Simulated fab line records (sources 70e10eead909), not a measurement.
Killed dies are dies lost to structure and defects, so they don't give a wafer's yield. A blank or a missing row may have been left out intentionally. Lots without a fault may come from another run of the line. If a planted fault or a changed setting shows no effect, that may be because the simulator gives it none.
fab line records	flow nand-harc	part 1 of 2: steps 1 to 4 of 6
record: lots: 22	wafers: 66	last-day: 33
route steps=1302 shown A_STAIRCASE@650
lots that met no fault: taken from a fault-free run of the same line
start-h: start of the lot's first displayed wafer, in hours after the record's first day	wait-h: time in hours since the lot's previous step	" the same as in the row above	L1.1+2: a row that stands for several wafers	- value missing, or start not given	* or withheld: withheld	< > ~ a bound
route shown NAME@n: a module of which the file shows steps, and the number in the route of the first	usual: mean and standard deviation over wafers with no fault	same: alike in all rows	chamber/n: place in a boat	sites: readings site by site	_std_site: standard deviation across them	_edge_site: the outer-site mean with the inner-site mean subtracted	radius-mm: how far each site lies from the wafer's centre	mask NAME#n: copy n	behind: the last tool/chamber to shape the wafer	hold: what put the lot on hold/how long, in hours/how the hold closed	device: names the non-switching transistor (n, p or np)	end of line: the route-end tests of the same wafers	a step without rows: its recipe alone	killed: dies that structure and defects cost at the first sort, which is not the same as the wafer's yield	map: dies across one wafer; x = killed, . = not, _ = none there
set.NAME: the setting that was run; set.NAME@STEP: the one run at that earlier step	model.NAME: the simulator's own value behind a step, which no gauge read
a sample of lots followed through the steps of the route, with each step as a table and each wafer as a row
services: a tool's chamber out of use, with start hour (start-h, from the record's first day; less than 0 if before it), hours out, and reason
== steps ==
step: NHARC_A_STAIRCASE_DESCUM_168
recipe: time-s: 3	o2-flow-sccm: 200	ar-flow-sccm: 0	bias-power-w: 0	chemistry: O2
usual: drypump-motor-current-A: 5.9/0.42	oes-product-au: 1.004/0.01	rf-vpp-V: 57.8/0.98	showerhead-plenum-p-Torr: 1.91/0.077	throttle-valve-pct: 11.311/0.0093
lot.wafer	tool	chamber	start-h	wait-h	drypump-motor-current-A	oes-product-au	rf-hours-counter-h	rf-vpp-V	showerhead-plenum-p-Torr	throttle-valve-pct
L075.3	rie-diel-07	0	354.46	-	5.1	1.014	8	58.2	1.88	11.302
L075.2	"	1	"	"	6.3	0.999	18	58.2	1.92	11.327
L075.5	"	0	"	"	5.1	1.017	-	57.7	1.88	11.326
L076.3	rie-diel-10	2	358.69	-	5.5	1.017	34	56.1	1.78	11.312
L076.5	"	0	"	"	6.3	1.012	-	57.7	1.90	11.302
L076.6	"	2	"	"	5.5	1.015	-	57.3	1.78	11.315
L077.2	rie-diel-11	1	389.06	-	6.4	1.005	42	57.8	1.96	11.328
L077.4	"	0	"	"	5.3	0.992	42	57.2	2.04	11.310
L077.6	"	1	"	"	6.4	1.015	-	57.7	1.96	11.321
L078.3	rie-diel-10	3	393.66	-	6.1	1.001	50	56.2	1.94	11.302
L078.4	"	1	"	"	6.1	0.990	35	57.5	1.86	11.301
L078.5	"	3	"	"	6.2	1.008	-	58.2	1.94	11.315
L079.2	rie-diel-07	3	393.84	-	6.0	0.998	26	56.7	1.88	11.296
L079.6	"	0	"	"	5.1	1.004	-	57.8	1.87	11.307
L079.5	"	1	"	"	6.3	0.988	-	57.6	1.92	11.310
L080.4	rie-diel-07	1	414.11	-	6.3	0.999	32	57.2	1.92	11.321
L080.3	"	0	"	"	5.1	0.992	20	56.4	1.87	11.295
L080.6	"	2	"	"	5.7	0.986	-	56.6	1.79	11.308
L081.4	rie-diel-07	3	428.26	-	6.0	1.012	36	55.2	1.88	11.315
L081.2	"	1	"	"	6.3	1.001	35	59.2	1.92	11.319
L081.6	"	2	"	"	5.7	0.982	-	57.6	1.79	11.282
L082.2	rie-diel-11	1	428.42	-	6.4	1.013	57	58.9	1.95	11.309
L082.4	"	2	"	"	5.5	1.003	52	57.2	1.83	11.315
L082.5	"	1	"	"	6.4	1.007	-	58.0	1.95	11.314
L084.4	rie-diel-10	2	442.67	-	5.5	1.004	3	60.3	2.08	11.302
L084.3	"	1	"	"	6.1	0.989	2	57.2	1.86	11.297
L084.6	"	2	"	"	5.5	1.011	-	59.2	2.08	11.302
L083.4	rie-diel-10	3	442.73	-	6.2	1.010	3	58.0	1.94	11.302
L083.3	"	0	"	"	6.3	1.018	3	58.8	1.89	11.313
L083.2	"	1	"	"	6.1	0.990	2	57.9	1.86	11.321
L085.2	rie-diel-10	3	455.16	-	6.1	1.013	6	57.7	1.93	11.302
L085.3	"	0	"	"	6.3	1.019	6	57.1	1.89	11.313
L085.5	"	1	"	"	6.1	0.989	-	56.9	1.86	11.322
L086.5	rie-diel-07	0	463.14	-	5.1	1.001	-	56.5	1.87	11.313
L086.6	"	2	"	"	5.8	0.978	-	57.4	1.78	11.302
L086.4	"	3	"	"	6.0	1.010	-	58.1	1.87	11.308
L087.4	rie-diel-07	3	490.59	-	6.0	0.997	1	57.7	1.87	11.314
L087.3	"	0	"	"	5.1	0.991	1	57.6	1.87	11.313
L087.6	"	0	"	"	5.1	0.986	-	56.8	1.87	11.315
L088.2	rie-diel-11	0	490.77	-	5.3	1.010	13	57.7	2.03	11.309
L088.3	"	2	"	"	5.5	0.992	15	56.9	1.82	11.308
L088.6	"	3	"	"	6.3	1.014	-	58.1	1.96	11.317
L089.2	rie-diel-11	2	499.14	-	5.5	1.003	17	57.8	1.82	11.321
L089.4	"	3	"	"	6.3	1.010	16	59.0	1.96	11.326
L089.3	"	1	"	"	6.3	1.014	16	57.8	1.94	11.324
L091.3	rie-diel-10	3	525.25	-	6.2	1.013	30	58.1	1.93	11.305
L091.4	"	0	"	"	6.3	1.017	32	57.7	1.88	11.304
L091.5	"	0	"	"	6.3	1.006	-	58.2	1.88	11.319
L093.1	rie-diel-10	0	531.23	-	6.3	1.011	33	58.3	1.88	11.301
L093.6	"	1	"	"	6.1	1.007	-	57.9	1.85	11.309
L093.5	"	2	"	"	5.5	1.018	-	56.6	2.07	11.315
L092.4	rie-diel-10	2	531.38	-	5.5	1.017	32	59.4	2.07	11.300
L092.3	"	3	"	"	6.2	1.023	31	58.1	1.93	11.320
L092.5	"	1	"	"	6.1	0.998	-	58.6	1.85	11.322
L094.3	rie-diel-11	1	541.23	-	6.3	1.030	32	58.7	1.94	11.317
L094.1	"	0	"	"	5.3	1.005	31	58.7	2.02	11.310
L094.6	"	1	"	"	6.3	1.013	-	56.5	1.94	11.319
L095.4	rie-diel-10	2	560.06	-	5.5	1.016	40	58.7	2.06	11.317
L095.1	"	3	"	"	6.2	1.003	40	58.4	1.92	11.327
L095.5	"	3	"	"	6.1	1.002	-	57.2	1.92	11.318
L096.4	rie-diel-11	2	567.16	-	5.5	1.009	37	57.7	1.82	11.306
L096.2	"	0	"	"	5.3	1.012	41	58.8	2.02	11.307
L096.5	"	3	"	"	6.3	0.998	-	58.0	1.95	11.323
L097.1	rie-diel-11	0	574.22	-	5.3	1.016	43	58.1	2.02	11.295
L097.3	"	1	"	"	6.4	1.018	42	56.9	1.94	11.304
L097.5	"	0	"	"	5.3	1.011	-	58.2	2.02	11.308
step: NHARC_A_STAIRCASE_TRIM_14
recipe: time-s: 211.2	o2-flow-sccm: 500	ar-flow-sccm: 0	bias-w: 0	chemistry: O2
usual: drypump-motor-current-A: 5.9/0.39	oes-product-au: 1.006/0.0094	rf-vpp-V: 57.8/0.85	showerhead-plenum-p-Torr: 3.51/0.14	throttle-valve-pct: 17.037/0.0099
lot.wafer	tool	chamber	start-h	wait-h	drypump-motor-current-A	oes-product-au	rf-hours-counter-h	rf-vpp-V	showerhead-plenum-p-Torr	throttle-valve-pct
L075.2	rie-diel-10	2	-	-	5.5	1.020	33	58.0	3.30	17.023
L075.3	"	0	"	"	6.3	1.004	34	57.4	3.50	17.040
L075.5	"	0	"	"	6.3	1.010	-	57.5	3.50	17.067
L076.3	rie-diel-10	2	-	-	5.5	1.017	35	57.0	3.30	17.045
L076.6	"	2	"	"	5.5	1.009	-	56.1	3.30	17.044
L076.5	"	0	"	"	6.3	1.000	-	58.0	3.50	17.036
L077.2	rie-diel-07	3	-	-	6.0	0.994	25	59.0	3.48	17.046
L077.4	"	1	"	"	6.3	0.986	26	58.6	3.54	17.028
L077.6	"	2	"	"	5.8	0.991	-	58.7	3.32	17.053
L078.4	rie-diel-07	3	-	-	6.0	1.002	26	57.9	3.48	17.027
L078.3	"	0	"	"	5.1	1.013	16	57.4	3.46	17.036
L078.5	"	2	"	"	5.8	0.994	-	57.3	3.32	17.039
L079.2	rie-diel-10	2	-	-	5.5	1.018	47	54.9	3.29	17.037
L079.5	"	3	"	"	6.2	0.995	-	59.3	3.57	17.027
L079.6	"	0	"	"	6.3	1.000	-	56.9	3.49	17.037
L080.4	rie-diel-11	1	-	-	6.4	1.012	53	57.5	3.59	17.042
L080.3	"	2	"	"	5.5	1.007	48	58.0	3.39	17.027
L080.6	"	2	"	"	5.6	0.995	-	56.2	3.39	17.025
L082.4	rie-diel-11	0	-	-	5.3	1.000	58	59.2	3.74	17.051
L082.2	"	1	"	"	6.4	1.016	59	57.8	3.59	17.039
L082.5	"	0	"	"	5.3	1.001	-	58.8	3.74	17.032
L081.2	rie-diel-07	2	-	-	5.8	0.999	41	56.9	3.31	17.040
L081.4	"	3	"	"	6.0	1.006	40	58.0	3.47	17.043
L081.6	"	1	"	"	6.3	0.994	-	57.7	3.54	17.009
L084.4	rie-diel-07	0	-	-	5.1	1.007	33	58.2	3.45	17.034
L084.3	"	1	"	"	6.3	1.009	43	56.5	3.53	17.023
L084.6	"	3	"	"	6.1	1.012	-	58.4	3.47	17.054
L083.4	rie-diel-11	1	-	-	6.4	1.016	0	59.4	3.59	17.046
L083.3	"	2	"	"	5.6	0.997	0	57.4	3.38	17.032
L083.2	"	3	"	"	6.3	1.003	0	57.3	3.62	17.036
L085.2	rie-diel-11	1	-	-	6.4	1.024	4	57.6	3.59	17.033
L085.3	"	2	"	"	5.6	1.012	4	56.4	3.38	17.040
L085.5	"	1	"	"	6.4	1.024	-	58.1	3.59	17.050
L086.4	rie-diel-11	0	-	-	5.3	1.005	6	59.1	3.73	17.040
L086.6	"	2	"	"	5.6	0.999	-	57.1	3.38	17.017
L086.5	"	3	"	"	6.3	1.004	-	57.3	3.61	17.018
L088.2	rie-diel-10	1	-	-	6.2	0.998	21	56.2	3.43	17.040
L088.3	"	3	"	"	6.2	1.004	16	56.4	3.56	17.044
L088.6	"	1	"	"	6.1	1.004	-	57.8	3.42	17.040
L087.3	rie-diel-11	3	-	-	6.3	1.006	14	58.7	3.61	17.037
L087.4	"	2	"	"	5.6	1.002	15	58.9	3.37	17.037
L087.6	"	0	"	"	5.3	1.014	-	58.3	3.73	17.054
L089.4	rie-diel-10	2	-	-	5.5	1.022	20	58.9	3.80	17.027
L089.3	"	3	"	"	6.1	1.013	18	57.4	3.56	17.023
L089.2	"	0	"	"	6.3	1.013	20	58.2	3.47	17.031
L091.4	rie-diel-07	2	-	-	5.8	0.998	12	56.9	3.29	17.037
L091.3	"	0	"	"	5.1	0.989	15	58.2	3.44	17.036
L091.5	"	3	"	"	6.0	0.988	-	58.2	3.45	17.059
L093.1	rie-diel-07	1	-	-	6.3	0.999	17	57.6	3.52	17.043
L093.6	"	3	"	"	6.0	0.995	-	56.8	3.45	17.027
L093.5	"	0	"	"	5.1	1.002	-	57.0	3.44	17.046
L092.3	rie-diel-10	1	-	-	6.1	1.001	36	56.7	3.42	17.030
L092.4	"	0	"	"	6.3	1.011	34	57.6	3.47	17.033
L092.5	"	2	"	"	5.5	1.016	-	59.8	3.79	17.044
L094.3	rie-diel-10	3	-	-	6.2	1.016	35	57.2	3.55	17.043
L094.1	"	2	"	"	5.5	1.016	35	58.5	3.79	17.027
L094.6	"	0	"	"	6.3	1.008	-	59.4	3.47	17.056
L095.4	rie-diel-11	0	-	-	5.3	1.010	40	58.4	3.71	17.035
L095.1	"	1	"	"	6.4	1.019	39	56.4	3.57	17.034
L095.5	"	0	"	"	5.4	1.014	-	58.9	3.71	17.015
L096.2	rie-diel-10	2	-	-	5.5	1.021	45	59.1	3.78	17.038
L096.4	"	3	"	"	6.2	1.024	43	59.1	3.54	17.030
L096.5	"	1	"	"	6.2	1.006	-	57.8	3.41	17.059
L097.3	rie-diel-10	1	-	-	6.1	1.009	52	56.7	3.41	17.021
L097.1	"	2	"	"	5.5	1.018	48	59.2	3.78	17.036
L097.5	"	0	"	"	6.3	1.007	-	56.8	3.46	17.041
step: NHARC_A_STAIRCASE_ETCH_25
recipe: target-depth-a: 1000	time-s: 40.5	ion-energy-ev: 400	c4f8-flow-sccm: 20	o2-flow-sccm: 10	ar-flow-sccm: withheld	rf-w: 600	bias-w: 1000	chemistry: C4F8/O2
usual: oes-product-au: 0.949/0.013	rf-vpp-V: 895/5
lot.wafer	tool	chamber	start-h	wait-h	oes-product-au	rf-hours-counter-h	rf-vpp-V
L075.2	rie-diel-10	0	-	-	0.963	35	896
L075.3	"	2	"	"	0.961	34	887
L075.5	"	0	"	"	0.952	-	895
L076.3	rie-diel-10	3	-	-	0.944	39	898
L076.6	"	3	"	"	0.953	-	899
L076.5	"	2	"	"	0.952	-	888
L077.4	rie-diel-10	2	-	-	0.977	46	887
L077.2	"	0	"	"	0.960	45	894
L077.6	"	2	"	"	0.969	-	886
L078.4	rie-diel-07	0	-	-	0.960	17	894
L078.3	"	1	"	"	0.951	27	895
L078.5	"	0	"	"	0.949	-	893
L079.2	rie-diel-10	0	-	-	0.947	49	895
L079.6	"	3	"	"	0.955	-	898
L079.5	"	0	"	"	0.949	-	894
L080.4	rie-diel-11	2	-	-	0.947	49	890
L080.3	"	0	"	"	0.932	53	902
L080.6	"	1	"	"	0.939	-	898
L082.2	rie-diel-07	0	-	-	0.938	29	894
L082.4	"	1	"	"	0.937	39	897
L082.5	"	0	"	"	0.929	-	892
L081.4	rie-diel-07	1	-	-	0.928	39	896
L081.2	"	3	"	"	0.941	41	893
L081.6	"	0	"	"	0.951	-	894
L084.3	rie-diel-10	1	-	-	0.952	3	893
L084.4	"	2	"	"	0.963	4	906
L084.6	"	0	"	"	0.971	-	895
L083.2	rie-diel-07	2	-	-	0.930	49	888
L083.3	"	3	"	"	0.963	48	896
L083.4	"	1	"	"	0.935	43	896
L085.2	rie-diel-07	3	-	-	0.944	51	894
L085.3	"	0	"	"	0.939	37	893
L085.5	"	2	"	"	0.941	-	887
L086.4	rie-diel-10	0	-	-	0.957	9	895
L086.5	"	0	"	"	0.964	-	894
L086.6	"	1	"	"	0.947	-	891
L088.2	rie-diel-10	1	-	-	0.922	21	893
L088.3	"	0	"	"	0.947	18	895
L088.6	"	2	"	"	0.940	-	905
L087.4	rie-diel-11	3	-	-	0.958	15	899
L087.3	"	0	"	"	0.957	14	903
L087.6	"	3	"	"	0.968	-	898
L089.2	rie-diel-11	3	-	-	0.960	17	899
L089.3	"	0	"	"	0.959	17	904
L089.4	"	1	"	"	0.959	17	898
L091.4	rie-diel-10	2	-	-	0.975	32	906
L091.3	"	1	"	"	0.970	35	891
L091.5	"	2	"	"	0.981	-	905
L093.1	rie-diel-11	0	-	-	0.935	29	903
L093.5	"	1	"	"	0.950	-	899
L093.6	"	2	"	"	0.928	-	889
L092.3	rie-diel-10	2	-	-	0.961	33	905
L092.4	"	0	"	"	0.949	34	894
L092.5	"	2	"	"	0.958	-	906
L094.3	rie-diel-10	2	-	-	0.959	37	906
L094.1	"	3	"	"	0.961	37	897
L094.6	"	2	"	"	0.945	-	905
L095.4	rie-diel-11	3	-	-	0.935	38	898
L095.1	"	1	"	"	0.961	39	897
L095.5	"	3	"	"	0.945	-	899
L096.4	rie-diel-11	1	-	-	0.958	41	898
L096.2	"	3	"	"	0.932	40	898
L096.5	"	0	"	"	0.952	-	902
L097.3	rie-diel-10	0	-	-	0.951	49	894
L097.1	"	2	"	"	0.969	49	904
L097.5	"	3	"	"	0.953	-	895
step: NHARC_A_STAIRCASE_TRIM_26
recipe: time-s: 211.2	o2-flow-sccm: 500	ar-flow-sccm: 0	bias-w: 0	chemistry: O2
usual: drypump-motor-current-A: 5.9/0.41	oes-product-au: 1.005/0.011	rf-vpp-V: 57.6/0.91	showerhead-plenum-p-Torr: 3.51/0.13	throttle-valve-pct: 17.037/0.0095
lot.wafer	tool	chamber	start-h	wait-h	drypump-motor-current-A	oes-product-au	rf-hours-counter-h	rf-vpp-V	showerhead-plenum-p-Torr	throttle-valve-pct
L075.2	rie-diel-10	0	-	-	6.3	1.010	35	58.5	3.50	17.022
L075.3	"	3	"	"	6.2	0.995	38	56.4	3.58	17.033
L075.5	"	3	"	"	6.1	1.006	-	58.9	3.58	17.034
L076.3	rie-diel-10	0	-	-	6.3	0.997	37	57.1	3.50	17.051
L076.6	"	0	"	"	6.3	1.007	-	57.1	3.50	17.049
L076.5	"	2	"	"	5.5	1.023	-	57.2	3.30	17.037
L077.2	rie-diel-10	2	-	-	5.5	1.017	46	56.7	3.29	17.031
L077.4	"	1	"	"	6.2	0.983	35	56.5	3.44	17.044
L077.6	"	3	"	"	6.1	1.006	-	58.4	3.58	17.047
L078.4	rie-diel-07	2	-	-	5.8	0.993	29	56.7	3.32	17.036
L078.3	"	3	"	"	6.0	0.998	27	57.4	3.48	17.038
L078.5	"	0	"	"	5.1	1.004	-	56.3	3.46	17.024
L079.2	rie-diel-10	1	-	-	6.1	0.980	40	57.6	3.44	17.040
L079.6	"	3	"	"	6.2	0.992	-	58.5	3.57	17.031
L079.5	"	0	"	"	6.3	0.997	-	57.5	3.49	17.044
L080.4	rie-diel-11	0	-	-	5.3	1.003	53	58.5	3.74	17.029
L080.3	"	2	"	"	5.5	1.000	49	58.7	3.39	17.033
L080.6	"	0	"	"	5.3	0.996	-	59.3	3.74	17.056
L082.4	rie-diel-07	3	-	-	6.1	1.012	41	57.4	3.47	17.032
L082.2	"	0	"	"	5.1	1.007	29	57.4	3.45	17.044
L082.5	"	1	"	"	6.3	1.003	-	58.8	3.53	17.039
L081.4	rie-diel-07	0	-	-	5.1	1.002	29	57.7	3.46	17.037
L081.2	"	1	"	"	6.3	0.991	39	57.5	3.53	17.038
L081.6	"	2	"	"	5.7	0.979	-	57.5	3.31	17.048
L084.3	rie-diel-10	0	-	-	6.3	1.019	4	58.3	3.48	17.026
L084.4	"	3	"	"	6.1	1.009	4	57.9	3.57	17.030
L084.6	"	1	"	"	6.1	0.997	-	58.4	3.43	17.027
L083.3	rie-diel-07	0	-	-	5.1	0.992	34	57.5	3.45	17.032
L083.4	"	1	"	"	6.3	0.987	43	59.2	3.53	17.035
L083.2	"	3	"	"	6.1	1.000	48	57.6	3.47	17.043
L085.2	rie-diel-07	3	-	-	6.0	1.004	51	55.8	3.46	17.035
L085.3	"	0	"	"	5.1	0.998	37	56.3	3.45	17.052
L085.5	"	2	"	"	5.8	0.992	-	57.6	3.30	17.030
L086.4	rie-diel-10	0	-	-	6.3	1.006	9	59.2	3.48	17.021
L086.5	"	1	"	"	6.1	0.990	-	57.7	3.43	17.047
L086.6	"	2	"	"	5.5	1.023	-	60.2	3.80	17.022
L088.2	rie-diel-10	2	-	-	5.5	1.017	18	57.3	3.80	17.031
L088.3	"	3	"	"	6.2	1.007	16	58.6	3.56	17.047
L088.6	"	3	"	"	6.2	1.020	-	57.7	3.56	17.040
L087.3	rie-diel-11	1	-	-	6.4	1.017	15	56.4	3.58	17.044
L087.4	"	3	"	"	6.3	1.007	15	58.3	3.61	17.027
L087.6	"	1	"	"	6.4	1.027	-	59.3	3.58	17.046
L089.3	rie-diel-11	3	-	-	6.3	0.997	17	57.0	3.61	17.039
L089.4	"	1	"	"	6.4	1.018	17	57.4	3.58	17.025
L089.2	"	2	"	"	5.6	0.997	18	56.8	3.37	17.024
L091.4	rie-diel-10	1	-	-	6.1	0.994	35	57.6	3.42	17.030
L091.3	"	3	"	"	6.2	1.000	31	58.1	3.55	17.023
L091.5	"	1	"	"	6.1	0.983	-	56.7	3.42	17.046
L093.1	rie-diel-11	1	-	-	6.4	1.029	30	56.6	3.57	17.039
L093.5	"	1	"	"	6.4	1.027	-	57.3	3.57	17.033
L093.6	"	2	"	"	5.5	1.012	-	57.8	3.37	17.040
L092.4	rie-diel-10	1	-	-	6.1	0.999	36	58.2	3.42	17.021
L092.3	"	3	"	"	6.1	1.010	32	57.4	3.55	17.034
L092.5	"	1	"	"	6.2	0.997	-	57.0	3.42	17.030
L094.1	rie-diel-10	2	-	-	5.5	1.016	38	57.9	3.79	17.040
L094.3	"	3	"	"	6.1	1.017	37	57.4	3.55	17.035
L094.6	"	2	"	"	5.5	1.011	-	58.4	3.79	17.018
L095.1	rie-diel-11	3	-	-	6.3	0.996	38	57.5	3.60	17.041
L095.4	"	0	"	"	5.3	1.018	41	58.9	3.71	17.050
L095.5	"	2	"	"	5.6	1.003	-	56.2	3.36	17.032
L096.4	rie-diel-11	2	-	-	5.6	1.005	38	57.4	3.36	17.043
L096.2	"	0	"	"	5.3	1.003	43	58.6	3.71	17.025
L096.5	"	3	"	"	6.3	0.997	-	57.0	3.59	17.036
L097.1	rie-diel-10	0	-	-	6.3	1.016	49	56.5	3.46	17.035
L097.3	"	1	"	"	6.1	1.003	52	56.1	3.41	17.029
L097.5	"	0	"	"	6.3	1.010	-	57.3	3.46	17.048
